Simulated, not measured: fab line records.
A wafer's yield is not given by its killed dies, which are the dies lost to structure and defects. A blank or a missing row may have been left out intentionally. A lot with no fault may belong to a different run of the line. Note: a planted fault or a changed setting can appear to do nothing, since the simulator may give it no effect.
Lot-split experiment :: flow n5_finfet :: 7 lots, 21 wafers read, on a route of 1938 steps

## THE SPLIT
At N5_GATE_CUT_ETCH_56 (etches TiN in Cl2/Ar, target depth 21.6 nm), the setting icp_w was moved away from the recipe's 600 W on 6 of the 21 wafers read, by -17.0% to +17.9%. For the rest of the wafers, this setting stayed at what the recipe calls for.

The reading comes from the split's own step.

## THE READING
etch.depth_nm (the simulator's own value, which no gauge read), in nm, at N5_GATE_CUT_ETCH_56 (etches TiN in Cl2/Ar, target depth 21.6 nm). No usual value for it is given in the file. Average 20.84 nm, standard deviation 0.69 nm, over the 15 wafers here run with the recipe.

wafer: L075.1
tool, chamber at the split: rie_metal-01, 0
icp_w as run, W: 600
against the recipe: recipe
etch.depth_nm, nm: 21.14
against lot-mates on the recipe: -

wafer: L075.3
tool, chamber at the split: rie_metal-01, 1
icp_w as run, W: 600
against the recipe: recipe
etch.depth_nm, nm: 22.15
against lot-mates on the recipe: -

wafer: L075.6
tool, chamber at the split: rie_metal-01, 0
icp_w as run, W: 524.1
against the recipe: -12.6%
etch.depth_nm, nm: 18.82
against lot-mates on the recipe: -2.82

wafer: L077.3
tool, chamber at the split: rie_metal-03, 1
icp_w as run, W: 600
against the recipe: recipe
etch.depth_nm, nm: 21.02
against lot-mates on the recipe: -

wafer: L077.4
tool, chamber at the split: rie_metal-03, 0
icp_w as run, W: 600
against the recipe: recipe
etch.depth_nm, nm: 20.41
against lot-mates on the recipe: -

wafer: L077.6
tool, chamber at the split: rie_metal-03, 0
icp_w as run, W: 600
against the recipe: recipe
etch.depth_nm, nm: 20.49
against lot-mates on the recipe: -

wafer: L082.4
tool, chamber at the split: rie_metal-01, 0
icp_w as run, W: 524.6
against the recipe: -12.6%
etch.depth_nm, nm: 18.72
against lot-mates on the recipe: -3.26

wafer: L082.5
tool, chamber at the split: rie_metal-01, 0
icp_w as run, W: 524.6
against the recipe: -12.6%
etch.depth_nm, nm: 18.8
against lot-mates on the recipe: -3.18

wafer: L082.6
tool, chamber at the split: rie_metal-01, 1
icp_w as run, W: 600
against the recipe: recipe
etch.depth_nm, nm: 21.98
against lot-mates on the recipe: -

wafer: L089.2
tool, chamber at the split: rie_metal-02, 1
icp_w as run, W: 600
against the recipe: recipe
etch.depth_nm, nm: 20.13
against lot-mates on the recipe: -

wafer: L089.4
tool, chamber at the split: rie_metal-02, 1
icp_w as run, W: 600
against the recipe: recipe
etch.depth_nm, nm: 19.95
against lot-mates on the recipe: -

wafer: L089.6
tool, chamber at the split: rie_metal-02, 1
icp_w as run, W: 600
against the recipe: recipe
etch.depth_nm, nm: 20.19
against lot-mates on the recipe: -

wafer: L092.2
tool, chamber at the split: rie_metal-03, 0
icp_w as run, W: 699.7
against the recipe: +16.6%
etch.depth_nm, nm: 23.14
against lot-mates on the recipe: +2.57

wafer: L092.3
tool, chamber at the split: rie_metal-03, 1
icp_w as run, W: 600
against the recipe: recipe
etch.depth_nm, nm: 20.78
against lot-mates on the recipe: -

wafer: L092.4
tool, chamber at the split: rie_metal-03, 0
icp_w as run, W: 600
against the recipe: recipe
etch.depth_nm, nm: 20.36
against lot-mates on the recipe: -

wafer: L096.2
tool, chamber at the split: rie_metal-03, 0
icp_w as run, W: 600
against the recipe: recipe
etch.depth_nm, nm: 20.22
against lot-mates on the recipe: -

wafer: L096.5
tool, chamber at the split: rie_metal-03, 0
icp_w as run, W: 707.2
against the recipe: +17.9%
etch.depth_nm, nm: 23.72
against lot-mates on the recipe: +3.20

wafer: L096.6
tool, chamber at the split: rie_metal-03, 1
icp_w as run, W: 600
against the recipe: recipe
etch.depth_nm, nm: 20.81
against lot-mates on the recipe: -

wafer: L097.2
tool, chamber at the split: rie_metal-01, 0
icp_w as run, W: 600
against the recipe: recipe
etch.depth_nm, nm: 21.03
against lot-mates on the recipe: -

wafer: L097.3
tool, chamber at the split: rie_metal-01, 1
icp_w as run, W: 497.7
against the recipe: -17.0%
etch.depth_nm, nm: 18.77
against lot-mates on the recipe: -2.72

wafer: L097.6
tool, chamber at the split: rie_metal-01, 1
icp_w as run, W: 600
against the recipe: recipe
etch.depth_nm, nm: 21.95
against lot-mates on the recipe: -

FIT RESULTS
A straight line over all 21 wafers: etch.depth_nm changes by +0.149 nm for each +1% of icp_w; r = +0.89; the points scatter about the line by 0.63 nm.
The same after taking each lot's own level away (the mean of its wafers on the recipe; 21 wafers): +0.191 nm for each +1%; r = +0.97; scatter 0.42 nm.
Per that fit: largest icp_w move, reading shift of 3.4 nm.
Across the lots, their own levels run from 20.090 to 21.980 nm, a range of 2.8 times the standard deviation given above.
So the slope is not independent of the lot-to-lot level: the two fits are not the same.
Check: for one of the wafers moved furthest among these (+17.9%), held out of the fit, the line's prediction against its lot-mates is +3.36 nm. Against them it came out at +3.2 nm.

## THE OTHER SPLITS THESE WAFERS WENT THROUGH
Before the reading, these wafers also passed through other splits. Each is held against what the fit with the lots' levels taken away leaves over:
other split on the same wafers: N5_SDB_CUT_ETCH_26 icp_w
wafers away from the commonest value: 7
r with etch.depth_nm (lot level and that fit taken away): +0.24

## FILE'S OWN FIT
etch.depth_nm changes by +0.185 nm for each +1% of icp_w, r = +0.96.
